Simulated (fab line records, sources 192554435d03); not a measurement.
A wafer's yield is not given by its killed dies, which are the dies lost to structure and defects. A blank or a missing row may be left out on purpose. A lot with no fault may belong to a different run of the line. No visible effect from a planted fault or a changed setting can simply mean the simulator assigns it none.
Which of the tools did it?	flow n5-finfet	at 1 step of a route of 1938, 9 lots with 27 wafers sampled

## WHAT EACH GAUGE READ, for each wafer
N5_BEOL_M4_OVL_MEAS_12.
lot	measured	on	M4_OVL (nm)
L075	day 7 22:19	overlay-02	-0.1 0.9 0.5
L076	day 8 07:38	overlay-01	0.1 0.2 0.6
L079	day 8 17:44	overlay-01	0.6 0.5 -0.6
L081	day 9 11:53	overlay-01	0.9 1.0 0.5
L083	day 9 22:13	overlay-01	1.5 1.7 0.9
L085	day 10 12:32	overlay-02	0.5 0.5 -0.3
L090	day 11 06:52	overlay-02	1.4 1.6 1.4
L092	day 12 02:03	overlay-01	0.6 -0.4 1.3
L095	day 13 04:49	overlay-01	0.2 -0.1 -0.3

## WHICH TOOL RAN EACH LOT (tool, then ch and the chambers of the sampled wafers, then the start)
No process step before these readings appears in the record.

## THE ANSWER, worked out from the rows above alone
Rule: the lots themselves supply what counts as usual. The widest of any qualifying gaps counts: lots, ordered by their means at a reading, are off when they make up no more than a third of the lots, leave a main group of 4 or more, and stand apart from it by 3 or more times the standard deviation of that group's means. A main group is skipped when, at the precision printed for the reading in the tables above, its means are all equal. A lot without any number at a reading at which 4 lots or more have one is off too. The other lots that the step has rows for count as sound.
None of the lots is off at any reading shown; this tells nothing.

## WHAT WAS PUT IN BY THE SIMULATOR
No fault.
